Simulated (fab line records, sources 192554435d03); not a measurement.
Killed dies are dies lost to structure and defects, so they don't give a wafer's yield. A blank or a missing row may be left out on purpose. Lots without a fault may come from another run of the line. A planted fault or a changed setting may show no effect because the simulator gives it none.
Chamber matching | flow n5_finfet | N5_PASSIVATION_STRIP_14 on rie_diel-02: 3 sister chambers
The step strips in O2. 6 wafers are shown with their chamber, then 7 later ones without.

WAFERS WITH THEIR CHAMBER
wafer  | chamber | oes_product_au (a.u.) | drypump_motor_current_A (A)
L955.3 | 1       | 0.73                  | 6.2
L956.2 | 3       | 0.91                  | 6.6
L956.3 | 2       | 0.70                  | 6.1
L956.5 | 2       | 0.71                  | 6.1
L961.2 | 1       | 0.72                  | 6.1
L961.3 | 3       | 0.87                  | 6.7

WAFERS WITHOUT THEIR CHAMBER
wafer  | oes_product_au (a.u.) | drypump_motor_current_A (A)
L961.5 | 0.68                  | 6.1
L965.1 | 0.69                  | 6.1
L965.3 | 0.71                  | 6.1
L965.6 | 0.69                  | 6.1
L967.3 | 0.70                  | 6.1
L967.5 | 0.69                  | 6.1
L967.6 | 0.86                  | 6.6

WHICH CHAMBER EACH WENT THROUGH
wafer  | from the rows above     | in truth
L961.5 | can't be placed: 2 or 1 | 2
L965.1 | can't be placed: 2 or 1 | 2
L965.3 | can't be placed: 2 or 1 | 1
L965.6 | can't be placed: 2 or 1 | 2
L967.3 | can't be placed: 2 or 1 | 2
L967.5 | can't be placed: 2 or 1 | 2
L967.6 | 3                       | 3
Placed correctly: 1 of 7. Can't be placed from these rows: 6 (the true chamber is among the candidates in 6). Placed wrongly: 0.
How it was worked out, from the rows above alone: a wafer's distance from a chamber is the root of the sum, over the readings, of the square of ((its reading less the chamber's mean) divided by the reading's scatter). The wafer belongs to the nearest chamber; if the next one is less than 2 further off, it can't be placed. A chamber's mean is the mean of its shown wafers. The scatter: the root of (the sum of the squares of (reading less its chamber's mean) over the shown wafers, divided by (wafers less chambers)).
